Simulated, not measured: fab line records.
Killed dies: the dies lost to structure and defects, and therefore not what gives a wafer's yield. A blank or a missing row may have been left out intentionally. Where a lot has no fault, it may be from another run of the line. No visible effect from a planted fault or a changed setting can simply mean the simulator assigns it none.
Which tool did it? :: flow n5Finfet :: 72 wafers from 24 lots sampled at 4 of the route's 1938 steps

## WHAT THE GAUGES SHOWED, per wafer
N5_FIN_SAQP_CD_MEAS_31 targets a cd of 8 nm. Usual: cdNm at 8.08 nm, with a standard deviation of 0.22.
lot: L074
measured: day 2 02:14
on: cdSem-03
cdNm (nm): 7.93 7.86 7.65
flag: 

lot: L075
measured: day 2 07:38
on: cdSem-02
cdNm (nm): 8.05 8.37 8.15
flag: 

lot: L076
measured: day 2 14:13
on: cdSem-02
cdNm (nm): 8.24 8.01 7.93
flag: 

lot: L077
measured: day 2 21:06
on: cdSem-01
cdNm (nm): 8.39 8.47 8.09
flag: 

lot: L078
measured: day 3 01:45
on: cdSem-02
cdNm (nm): 8.14 8.33 8.52
flag: 

lot: L079
measured: day 3 08:30
on: cdSem-03
cdNm (nm): 7.86 7.80 8.18
flag: 

lot: L080
measured: day 3 14:56
on: cdSem-03
cdNm (nm): 8.11 7.79 8.03
flag: 

lot: L081
measured: day 3 19:37
on: cdSem-02
cdNm (nm): 7.60 8.10 7.62
flag: 

lot: L082
measured: day 4 02:16
on: cdSem-01
cdNm (nm): 8.13 7.83 7.94
flag: 

lot: L083
measured: day 4 09:57
on: cdSem-01
cdNm (nm): 8.15 8.35 7.71
flag: 

lot: L084
measured: day 4 13:47
on: cdSem-02
cdNm (nm): 8.28 8.26 8.24
flag: 

lot: L085
measured: day 4 22:40
on: cdSem-03
cdNm (nm): 8.16 8.04 8.02
flag: 

lot: L086
measured: day 5 03:50
on: cdSem-01
cdNm (nm): 8.21 7.61 8.00
flag: 

lot: L087
measured: day 5 08:56
on: cdSem-01
cdNm (nm): 8.12 7.82 8.20
flag: 

lot: L088
measured: day 5 15:11
on: cdSem-02
cdNm (nm): 7.35 8.24 7.67
flag: 

lot: L089
measured: day 5 19:07
on: cdSem-02
cdNm (nm): 8.26 8.34 8.03
flag: 

lot: L090
measured: day 6 03:44
on: cdSem-03
cdNm (nm): 8.40 8.16 7.76
flag: 

lot: L091
measured: day 6 08:08
on: cdSem-02
cdNm (nm): 8.25 7.88 8.26
flag: 

lot: L092
measured: day 6 14:23
on: cdSem-03
cdNm (nm): 7.95 8.45 8.33
flag: 

lot: L093
measured: day 6 20:43
on: cdSem-02
cdNm (nm): 8.13 8.03 7.86
flag: 

lot: L094
measured: day 7 01:26
on: cdSem-01
cdNm (nm): 8.05 8.38 8.16
flag: 

lot: L095
measured: day 7 07:43
on: cdSem-01
cdNm (nm): 7.97 8.30 7.75
flag: 

lot: L096
measured: day 7 13:08
on: cdSem-03
cdNm (nm): 8.44 8.29 7.99
flag: 

lot: L097
measured: day 7 19:31
on: cdSem-01
cdNm (nm): 8.35 7.84 8.30
flag: 

## EACH LOT AND THE TOOL THAT RAN IT (in order: tool; ch and the chambers of the sampled wafers; start)
lot: L074
N5_WELL_APT_EPI_41: epiRpcvd-01 ch 0, day 1 16:52
N5_FIN_SAQP_ETCH_52: rieDiel-05 ch 0,1,2, day 1 22:44
N5_FIN_SAQP_ETCH_69: rieDiel-02 ch 0,1, day 2 01:24

lot: L075
N5_WELL_APT_EPI_41: epiRpcvd-01 ch 0, day 1 22:31
N5_FIN_SAQP_ETCH_52: rieDiel-06 ch 0,1,3, day 2 03:58
N5_FIN_SAQP_ETCH_69: rieDiel-05 ch 0,2,3, day 2 06:37

lot: L076
N5_WELL_APT_EPI_41: epiRpcvd-03 ch 0, day 2 03:57
N5_FIN_SAQP_ETCH_52: rieDiel-05 ch 0,1,2, day 2 10:28
N5_FIN_SAQP_ETCH_69: rieDiel-02 ch 0,3, day 2 13:23

lot: L077
N5_WELL_APT_EPI_41: epiRpcvd-03 ch 0, day 2 11:23
N5_FIN_SAQP_ETCH_52: rieDiel-06 ch 0,2,3, day 2 17:12
N5_FIN_SAQP_ETCH_69: rieDiel-06 ch 0,2,3, day 2 20:07

lot: L078
N5_WELL_APT_EPI_41: epiRpcvd-04 ch 0, day 2 16:05
N5_FIN_SAQP_ETCH_52: rieDiel-05 ch 0,1,2, day 2 22:11
N5_FIN_SAQP_ETCH_69: rieDiel-02 ch 0,1,3, day 3 00:55

lot: L079
N5_WELL_APT_EPI_41: epiRpcvd-01 ch 0, day 2 22:14
N5_FIN_SAQP_ETCH_52: rieDiel-06 ch 2,3, day 3 04:40
N5_FIN_SAQP_ETCH_69: rieDiel-05 ch 0,1, day 3 07:32

lot: L080
N5_WELL_APT_EPI_41: epiRpcvd-04 ch 0, day 3 04:19
N5_FIN_SAQP_ETCH_52: rieDiel-02 ch 1,2,3, day 3 10:08
N5_FIN_SAQP_ETCH_69: rieDiel-06 ch 1,2,3, day 3 14:06

lot: L081
N5_WELL_APT_EPI_41: epiRpcvd-03 ch 0, day 3 10:31
N5_FIN_SAQP_ETCH_52: rieDiel-06 ch 2,3, day 3 16:02
N5_FIN_SAQP_ETCH_69: rieDiel-06 ch 1,3, day 3 18:44

lot: L082
N5_WELL_APT_EPI_41: epiRpcvd-04 ch 0, day 3 16:07
N5_FIN_SAQP_ETCH_52: rieDiel-05 ch 0,1,2, day 3 22:43
N5_FIN_SAQP_ETCH_69: rieDiel-02 ch 0,2,3, day 4 01:26

lot: L083
N5_WELL_APT_EPI_41: epiRpcvd-03 ch 0, day 3 22:26
N5_FIN_SAQP_ETCH_52: rieDiel-02 ch 1,2,3, day 4 04:25
N5_FIN_SAQP_ETCH_69: rieDiel-05 ch 0,1,2, day 4 08:29

lot: L084
N5_WELL_APT_EPI_41: epiRpcvd-03 ch 0, day 4 04:07
N5_FIN_SAQP_ETCH_52: rieDiel-05 ch 0,1, day 4 09:58
N5_FIN_SAQP_ETCH_69: rieDiel-02 ch 0,1,2, day 4 12:36

lot: L085
N5_WELL_APT_EPI_41: epiRpcvd-04 ch 0, day 4 09:53
N5_FIN_SAQP_ETCH_52: rieDiel-05 ch 0,3, day 4 19:02
N5_FIN_SAQP_ETCH_69: rieDiel-02 ch 0,1,3, day 4 21:40

lot: L086
N5_WELL_APT_EPI_41: epiRpcvd-03 ch 0, day 4 16:34
N5_FIN_SAQP_ETCH_52: rieDiel-06 ch 1,3, day 4 22:56
N5_FIN_SAQP_ETCH_69: rieDiel-02 ch 1,3, day 5 02:21

lot: L087
N5_WELL_APT_EPI_41: epiRpcvd-03 ch 0, day 4 22:13
N5_FIN_SAQP_ETCH_52: rieDiel-02 ch 0,3, day 5 04:34
N5_FIN_SAQP_ETCH_69: rieDiel-02 ch 0,1, day 5 07:29

lot: L088
N5_WELL_APT_EPI_41: epiRpcvd-01 ch 0, day 5 04:14
N5_FIN_SAQP_ETCH_52: rieDiel-02 ch 1,3, day 5 11:35
N5_FIN_SAQP_ETCH_69: rieDiel-06 ch 1,2, day 5 14:20

lot: L089
N5_WELL_APT_EPI_41: epiRpcvd-04 ch 0, day 5 10:02
N5_FIN_SAQP_ETCH_52: rieDiel-05 ch 2,3, day 5 15:38
N5_FIN_SAQP_ETCH_69: rieDiel-02 ch 0,1,3, day 5 18:17

lot: L090
N5_WELL_APT_EPI_41: epiRpcvd-03 ch 0, day 5 15:52
N5_FIN_SAQP_ETCH_52: rieDiel-05 ch 1,2, day 5 23:09
N5_FIN_SAQP_ETCH_69: rieDiel-05 ch 1,2, day 6 02:14

lot: L091
N5_WELL_APT_EPI_41: epiRpcvd-04 ch 0, day 5 22:11
N5_FIN_SAQP_ETCH_52: rieDiel-05 ch 0,1,3, day 6 04:29
N5_FIN_SAQP_ETCH_69: rieDiel-02 ch 0,1,2, day 6 07:18

lot: L092
N5_WELL_APT_EPI_41: epiRpcvd-04 ch 0, day 6 04:49
N5_FIN_SAQP_ETCH_52: rieDiel-05 ch 0,1, day 6 10:45
N5_FIN_SAQP_ETCH_69: rieDiel-06 ch 1,2, day 6 13:33

lot: L093
N5_WELL_APT_EPI_41: epiRpcvd-03 ch 0, day 6 09:58
N5_FIN_SAQP_ETCH_52: rieDiel-06 ch 1,2,3, day 6 16:11
N5_FIN_SAQP_ETCH_69: rieDiel-05 ch 0,2,3, day 6 18:50

lot: L094
N5_WELL_APT_EPI_41: epiRpcvd-01 ch 0, day 6 15:47
N5_FIN_SAQP_ETCH_52: rieDiel-06 ch 0,2,3, day 6 21:53
N5_FIN_SAQP_ETCH_69: rieDiel-06 ch 2,3, day 7 00:37

lot: L095
N5_WELL_APT_EPI_41: epiRpcvd-04 ch 0, day 6 22:02
N5_FIN_SAQP_ETCH_52: rieDiel-06 ch 0,1,2, day 7 03:23
N5_FIN_SAQP_ETCH_69: rieDiel-06 ch 1,2, day 7 06:04

lot: L096
N5_WELL_APT_EPI_41: epiRpcvd-01 ch 0, day 7 04:02
N5_FIN_SAQP_ETCH_52: rieDiel-02 ch 1,2,3, day 7 09:34
N5_FIN_SAQP_ETCH_69: rieDiel-05 ch 0,1,3, day 7 12:17

lot: L097
N5_WELL_APT_EPI_41: epiRpcvd-04 ch 0, day 7 10:11
N5_FIN_SAQP_ETCH_52: rieDiel-02 ch 2,3, day 7 15:51
N5_FIN_SAQP_ETCH_69: rieDiel-06 ch 0,3, day 7 18:34
- N5_WELL_APT_EPI_41: deposits Si from SiH4/H2, target thk 50 nm, time 297.7 s.
- N5_FIN_SAQP_ETCH_52: etches SOC in N2/H2, target depth 100 nm, overetch 20 nm, time 150 s.
- N5_FIN_SAQP_ETCH_69: etches SOC in N2/H2, stops on SiNx, target depth 150 nm.

## WHAT THE TOOLS THEMSELVES READ (means of the sampled wafers that have a number; where no wafer has one, the mark that the record gives instead)
N5_WELL_APT_EPI_41. Usual: lampInnerPct 13.8 %, standard deviation 0.86; throttleValvePct 11.1 %, standard deviation 0.57.
lot: L074
tool: epiRpcvd-01
lampInnerPct (%): 14.9
throttleValvePct (%): 10.2
flag: 

lot: L075
tool: epiRpcvd-01
lampInnerPct (%): 14.7
throttleValvePct (%): 10.2
flag: 

lot: L076
tool: epiRpcvd-03
lampInnerPct (%): 14.2
throttleValvePct (%): 11.7
flag: 

lot: L077
tool: epiRpcvd-03
lampInnerPct (%): 14.1
throttleValvePct (%): 11.5
flag: 

lot: L078
tool: epiRpcvd-04
lampInnerPct (%): 12.8
throttleValvePct (%): 11.2
flag: 

lot: L079
tool: epiRpcvd-01
lampInnerPct (%): 14.8
throttleValvePct (%): 10.3
flag: 

lot: L080
tool: epiRpcvd-04
lampInnerPct (%): 12.7
throttleValvePct (%): 11.3
flag: 

lot: L081
tool: epiRpcvd-03
lampInnerPct (%): 14.2
throttleValvePct (%): 11.5
flag: 

lot: L082
tool: epiRpcvd-04
lampInnerPct (%): 12.7
throttleValvePct (%): 11.3
flag: 

lot: L083
tool: epiRpcvd-03
lampInnerPct (%): 14.1
throttleValvePct (%): 11.7
flag: 

lot: L084
tool: epiRpcvd-03
lampInnerPct (%): 14.2
throttleValvePct (%): 11.5
flag: 

lot: L085
tool: epiRpcvd-04
lampInnerPct (%): 12.8
throttleValvePct (%): 11.2
flag: 

lot: L086
tool: epiRpcvd-03
lampInnerPct (%): 14.2
throttleValvePct (%): 11.6
flag: 

lot: L087
tool: epiRpcvd-03
lampInnerPct (%): 14.2
throttleValvePct (%): 11.6
flag: 

lot: L088
tool: epiRpcvd-01
lampInnerPct (%): 14.8
throttleValvePct (%): 10.0
flag: 

lot: L089
tool: epiRpcvd-04
lampInnerPct (%): 12.6
throttleValvePct (%): 11.3
flag: 

lot: L090
tool: epiRpcvd-03
lampInnerPct (%): 14.1
throttleValvePct (%): 11.5
flag: 

lot: L091
tool: epiRpcvd-04
lampInnerPct (%): 12.7
throttleValvePct (%): 11.2
flag: 

lot: L092
tool: epiRpcvd-04
lampInnerPct (%): 12.8
throttleValvePct (%): 11.3
flag: 

lot: L093
tool: epiRpcvd-03
lampInnerPct (%): 14.2
throttleValvePct (%): 11.5
flag: 

lot: L094
tool: epiRpcvd-01
lampInnerPct (%): 14.8
throttleValvePct (%): 10.3
flag: 

lot: L095
tool: epiRpcvd-04
lampInnerPct (%): 12.8
throttleValvePct (%): 11.2
flag: 

lot: L096
tool: epiRpcvd-01
lampInnerPct (%): 14.8
throttleValvePct (%): 10.2
flag: 

lot: L097
tool: epiRpcvd-04
lampInnerPct (%): 12.7
throttleValvePct (%): 11.3
flag: 

N5_FIN_SAQP_ETCH_52. Usual: drypumpMotorCurrentA 5.7 A, standard deviation 0.43; oesProductAu 0.70 a.u., standard deviation 0.075; rfVppV 524.3 V, standard deviation 1.8; showerheadPlenumPTorr 2.55 Torr, standard deviation 0.059; throttleValvePct 17.84 %, standard deviation 0.15.
lot: L074
tool: rieDiel-05
drypumpMotorCurrentA (A): 5.7
oesProductAu (a.u.): 0.68
rfVppV (V): 525.1
showerheadPlenumPTorr (Torr): 2.55
throttleValvePct (%): 17.88
flag: 

lot: L075
tool: rieDiel-06
drypumpMotorCurrentA (A): 5.8
oesProductAu (a.u.): 0.64
rfVppV (V): 525.7
showerheadPlenumPTorr (Torr): 2.59
throttleValvePct (%): 17.97
flag: 

lot: L076
tool: rieDiel-05
drypumpMotorCurrentA (A): 5.7
oesProductAu (a.u.): 0.68
rfVppV (V): 524.4
showerheadPlenumPTorr (Torr): 2.54
throttleValvePct (%): 17.89
flag: 

lot: L077
tool: rieDiel-06
drypumpMotorCurrentA (A): 6.0
oesProductAu (a.u.): 0.66
rfVppV (V): 523.5
showerheadPlenumPTorr (Torr): 2.55
throttleValvePct (%): 17.87
flag: 

lot: L078
tool: rieDiel-05
drypumpMotorCurrentA (A): 5.7
oesProductAu (a.u.): 0.67
rfVppV (V): 525.0
showerheadPlenumPTorr (Torr): 2.54
throttleValvePct (%): 17.88
flag: 

lot: L079
tool: rieDiel-06
drypumpMotorCurrentA (A): 6.1
oesProductAu (a.u.): 0.67
rfVppV (V): 524.7
showerheadPlenumPTorr (Torr): 2.53
throttleValvePct (%): 17.76
flag: 

lot: L080
tool: rieDiel-02
drypumpMotorCurrentA (A): 5.7
oesProductAu (a.u.): 0.71
rfVppV (V): 522.7
showerheadPlenumPTorr (Torr): 2.50
throttleValvePct (%): 17.78
flag: 

lot: L081
tool: rieDiel-06
drypumpMotorCurrentA (A): 6.0
oesProductAu (a.u.): 0.67
rfVppV (V): 524.0
showerheadPlenumPTorr (Torr): 2.53
throttleValvePct (%): 17.73
flag: 

lot: L082
tool: rieDiel-05
drypumpMotorCurrentA (A): 5.7
oesProductAu (a.u.): 0.67
rfVppV (V): 524.6
showerheadPlenumPTorr (Torr): 2.54
throttleValvePct (%): 17.91
flag: 

lot: L083
tool: rieDiel-02
drypumpMotorCurrentA (A): 5.7
oesProductAu (a.u.): 0.70
rfVppV (V): 522.3
showerheadPlenumPTorr (Torr): 2.50
throttleValvePct (%): 17.79
flag: 

lot: L084
tool: rieDiel-05
drypumpMotorCurrentA (A): 5.7
oesProductAu (a.u.): 0.68
rfVppV (V): 523.5
showerheadPlenumPTorr (Torr): 2.55
throttleValvePct (%): 17.98
flag: 

lot: L085
tool: rieDiel-05
drypumpMotorCurrentA (A): 5.6
oesProductAu (a.u.): 0.78
rfVppV (V): 524.6
showerheadPlenumPTorr (Torr): 2.59
throttleValvePct (%): 17.83
flag: 

lot: L086
tool: rieDiel-06
drypumpMotorCurrentA (A): 5.8
oesProductAu (a.u.): 0.76
rfVppV (V): 524.4
showerheadPlenumPTorr (Torr): 2.59
throttleValvePct (%): 17.68
flag: 

lot: L087
tool: rieDiel-02
drypumpMotorCurrentA (A): 5.6
oesProductAu (a.u.): 0.63
rfVppV (V): 523.6
showerheadPlenumPTorr (Torr): 2.54
throttleValvePct (%): 18.02
flag: 

lot: L088
tool: rieDiel-02
drypumpMotorCurrentA (A): 5.9
oesProductAu (a.u.): 0.63
rfVppV (V): 520.7
showerheadPlenumPTorr (Torr): 2.42
throttleValvePct (%): 17.87
flag: 

lot: L089
tool: rieDiel-05
drypumpMotorCurrentA (A): 5.4
oesProductAu (a.u.): 0.70
rfVppV (V): 523.5
showerheadPlenumPTorr (Torr): 2.56
throttleValvePct (%): 17.79
flag: 

lot: L090
tool: rieDiel-05
drypumpMotorCurrentA (A): 5.4
oesProductAu (a.u.): 0.67
rfVppV (V): 524.0
showerheadPlenumPTorr (Torr): 2.54
throttleValvePct (%): 17.93
flag: 

lot: L091
tool: rieDiel-05
drypumpMotorCurrentA (A): 5.7
oesProductAu (a.u.): 0.72
rfVppV (V): 524.8
showerheadPlenumPTorr (Torr): 2.56
throttleValvePct (%): 17.91
flag: 

lot: L092
tool: rieDiel-05
drypumpMotorCurrentA (A): 6.0
oesProductAu (a.u.): 0.67
rfVppV (V): 524.1
showerheadPlenumPTorr (Torr): 2.53
throttleValvePct (%): 17.98
flag: 

lot: L093
tool: rieDiel-06
drypumpMotorCurrentA (A): 5.9
oesProductAu (a.u.): 0.70
rfVppV (V): 523.6
showerheadPlenumPTorr (Torr): 2.55
throttleValvePct (%): 17.75
flag: 

lot: L094
tool: rieDiel-06
drypumpMotorCurrentA (A): 6.0
oesProductAu (a.u.): 0.71
rfVppV (V): 523.6
showerheadPlenumPTorr (Torr): 2.54
throttleValvePct (%): 17.79
flag: 

lot: L095
tool: rieDiel-06
drypumpMotorCurrentA (A): 6.0
oesProductAu (a.u.): 0.74
rfVppV (V): 525.0
showerheadPlenumPTorr (Torr): 2.57
throttleValvePct (%): 17.76
flag: 

lot: L096
tool: rieDiel-02
drypumpMotorCurrentA (A): 5.7
oesProductAu (a.u.): 0.76
rfVppV (V): 525.4
showerheadPlenumPTorr (Torr): 2.59
throttleValvePct (%): 17.67
flag: 

lot: L097
tool: rieDiel-02
drypumpMotorCurrentA (A): 6.2
oesProductAu (a.u.): 0.82
rfVppV (V): 527.9
showerheadPlenumPTorr (Torr): 2.65
throttleValvePct (%): 17.52
flag: 

N5_FIN_SAQP_ETCH_69. Usual: drypumpMotorCurrentA 5.7 A, standard deviation 0.48; oesProductAu 0.76 a.u., standard deviation 0.082; rfVppV 240.8 V, standard deviation 1.2; showerheadPlenumPTorr 2.54 Torr, standard deviation 0.07; throttleValvePct 17.84 %, standard deviation 0.13.
lot: L074
tool: rieDiel-02
drypumpMotorCurrentA (A): 5.1
oesProductAu (a.u.): 0.73
rfVppV (V): 241.3
showerheadPlenumPTorr (Torr): 2.56
throttleValvePct (%): 17.85
flag: 

lot: L075
tool: rieDiel-05
drypumpMotorCurrentA (A): 5.7
oesProductAu (a.u.): 0.72
rfVppV (V): 240.9
showerheadPlenumPTorr (Torr): 2.57
throttleValvePct (%): 17.92
flag: 

lot: L076
tool: rieDiel-02
drypumpMotorCurrentA (A): 6.0
oesProductAu (a.u.): 0.70
rfVppV (V): 239.9
showerheadPlenumPTorr (Torr): 2.47
throttleValvePct (%): 17.89
flag: 

lot: L077
tool: rieDiel-06
drypumpMotorCurrentA (A): 6.0
oesProductAu (a.u.): 0.72
rfVppV (V): 241.6
showerheadPlenumPTorr (Torr): 2.55
throttleValvePct (%): 17.87
flag: 

lot: L078
tool: rieDiel-02
drypumpMotorCurrentA (A): 5.5
oesProductAu (a.u.): 0.70
rfVppV (V): 240.3
showerheadPlenumPTorr (Torr): 2.51
throttleValvePct (%): 17.88
flag: 

lot: L079
tool: rieDiel-05
drypumpMotorCurrentA (A): 5.9
oesProductAu (a.u.): 0.75
rfVppV (V): 241.5
showerheadPlenumPTorr (Torr): 2.54
throttleValvePct (%): 17.93
flag: 

lot: L080
tool: rieDiel-06
drypumpMotorCurrentA (A): 6.0
oesProductAu (a.u.): 0.80
rfVppV (V): 241.6
showerheadPlenumPTorr (Torr): 2.56
throttleValvePct (%): 17.70
flag: 

lot: L081
tool: rieDiel-06
drypumpMotorCurrentA (A): 5.8
oesProductAu (a.u.): 0.81
rfVppV (V): 240.9
showerheadPlenumPTorr (Torr): 2.56
throttleValvePct (%): 17.67
flag: 

lot: L082
tool: rieDiel-02
drypumpMotorCurrentA (A): 5.8
oesProductAu (a.u.): 0.77
rfVppV (V): 240.2
showerheadPlenumPTorr (Torr): 2.53
throttleValvePct (%): 17.87
flag: 

lot: L083
tool: rieDiel-05
drypumpMotorCurrentA (A): 5.7
oesProductAu (a.u.): 0.73
rfVppV (V): 240.4
showerheadPlenumPTorr (Torr): 2.54
throttleValvePct (%): 17.88
flag: 

lot: L084
tool: rieDiel-02
drypumpMotorCurrentA (A): 5.3
oesProductAu (a.u.): 0.77
rfVppV (V): 242.0
showerheadPlenumPTorr (Torr): 2.57
throttleValvePct (%): 17.86
flag: 

lot: L085
tool: rieDiel-02
drypumpMotorCurrentA (A): 5.5
oesProductAu (a.u.): 0.70
rfVppV (V): 240.7
showerheadPlenumPTorr (Torr): 2.50
throttleValvePct (%): 17.90
flag: 

lot: L086
tool: rieDiel-02
drypumpMotorCurrentA (A): 5.5
oesProductAu (a.u.): 0.69
rfVppV (V): 239.2
showerheadPlenumPTorr (Torr): 2.47
throttleValvePct (%): 17.84
flag: 

lot: L087
tool: rieDiel-02
drypumpMotorCurrentA (A): 5.0
oesProductAu (a.u.): 0.71
rfVppV (V): 239.5
showerheadPlenumPTorr (Torr): 2.54
throttleValvePct (%): 17.90
flag: 

lot: L088
tool: rieDiel-06
drypumpMotorCurrentA (A): 5.9
oesProductAu (a.u.): 0.83
rfVppV (V): 240.7
showerheadPlenumPTorr (Torr): 2.59
throttleValvePct (%): 17.71
flag: 

lot: L089
tool: rieDiel-02
drypumpMotorCurrentA (A): 5.5
oesProductAu (a.u.): 0.69
rfVppV (V): 240.3
showerheadPlenumPTorr (Torr): 2.50
throttleValvePct (%): 17.93
flag: 

lot: L090
tool: rieDiel-05
drypumpMotorCurrentA (A): 5.4
oesProductAu (a.u.): 0.73
rfVppV (V): 240.6
showerheadPlenumPTorr (Torr): 2.54
throttleValvePct (%): 17.93
flag: 

lot: L091
tool: rieDiel-02
drypumpMotorCurrentA (A): 5.3
oesProductAu (a.u.): 0.76
rfVppV (V): 240.4
showerheadPlenumPTorr (Torr): 2.57
throttleValvePct (%): 17.88
flag: 

lot: L092
tool: rieDiel-06
drypumpMotorCurrentA (A): 6.0
oesProductAu (a.u.): 0.82
rfVppV (V): 240.5
showerheadPlenumPTorr (Torr): 2.59
throttleValvePct (%): 17.73
flag: 

lot: L093
tool: rieDiel-05
drypumpMotorCurrentA (A): 5.7
oesProductAu (a.u.): 0.77
rfVppV (V): 240.7
showerheadPlenumPTorr (Torr): 2.56
throttleValvePct (%): 17.85
flag: 

lot: L094
tool: rieDiel-06
drypumpMotorCurrentA (A): 6.1
oesProductAu (a.u.): 0.71
rfVppV (V): 240.8
showerheadPlenumPTorr (Torr): 2.52
throttleValvePct (%): 17.81
flag: 

lot: L095
tool: rieDiel-06
drypumpMotorCurrentA (A): 6.0
oesProductAu (a.u.): 0.81
rfVppV (V): 240.8
showerheadPlenumPTorr (Torr): 2.58
throttleValvePct (%): 17.73
flag: 

lot: L096
tool: rieDiel-05
drypumpMotorCurrentA (A): 5.7
oesProductAu (a.u.): 0.78
rfVppV (V): 240.8
showerheadPlenumPTorr (Torr): 2.56
throttleValvePct (%): 17.93
flag: 

lot: L097
tool: rieDiel-06
drypumpMotorCurrentA (A): 5.8
oesProductAu (a.u.): 0.78
rfVppV (V): 240.8
showerheadPlenumPTorr (Torr): 2.53
throttleValvePct (%): 17.76
flag: 

## THE ANSWER, worked out from the rows above alone
Rule: a lot counts as off when the mean over its wafers that have a number is more than 3 standard deviations away from the usual mean. A lot without any number at a reading at which 4 lots or more have one is off too. Any other lot the step has rows for is counted as sound. The gauges are gone through in route order, then the tools' own readings, and for those a lot's mean is taken as printed above. At the first step where some lot is off, the reading lying furthest off is the one used; lots without a number count as furthest.
None of the lots is off at any reading shown; this tells nothing.

## WHAT THE SIMULATOR PUT IN
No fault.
